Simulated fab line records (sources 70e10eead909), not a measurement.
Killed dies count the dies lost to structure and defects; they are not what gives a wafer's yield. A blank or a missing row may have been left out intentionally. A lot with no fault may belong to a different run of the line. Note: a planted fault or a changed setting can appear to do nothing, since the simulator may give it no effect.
Chamber matching ; flow nand harc ; rie diel-04 running NHARC_HYBRID_BOND_ACTIVATE_00: 4 sister chambers
The step chemistry N2, time 60 s. 4 wafers are shown with their chamber, then 12 later ones without.

WAFERS PAIRED WITH THEIR CHAMBERS
wafer;chamber;drypump motor current A (A)
L090.5;1;5.7
L093.1;3;6.0
L093.2;2;6.3
L093.6;0;5.6

WAFERS WITHOUT THEIR CHAMBER
wafer;drypump motor current A (A)
L092.2;5.5
L092.5;6.3
L092.6;5.7
L095.1;5.7
L095.2;5.6
L095.4;6.0
L096.2;6.3
L096.3;5.5
L096.4;6.0
L097.1;5.7
L097.4;6.0
L097.5;6.0

WHICH CHAMBER EACH WENT THROUGH
wafer;from the rows above;in truth
L092.2;0;0
L092.5;2;2
L092.6;1;1
L095.1;1;1
L095.2;0;0
L095.4;3;3
L096.2;2;2
L096.3;0;0
L096.4;3;3
L097.1;1;1
L097.4;3;3
L097.5;3;3
Correctly placed: 12 of 12. Can't be placed from these rows: 0. Placed wrongly: 0.
How it was worked out, from the rows above alone: a wafer's distance from a chamber is the root of the sum, over the readings, of the square of ((its reading less the chamber's mean) divided by the reading's scatter). If the next closest chamber is less than 2 further off than the closest, the wafer can't be placed; otherwise it belongs to the closest. A chamber's mean is the mean of its shown wafers. The scatter: with one shown wafer a chamber, the root of the mean of the squares of how far each hidden wafer lies from its nearest shown one.
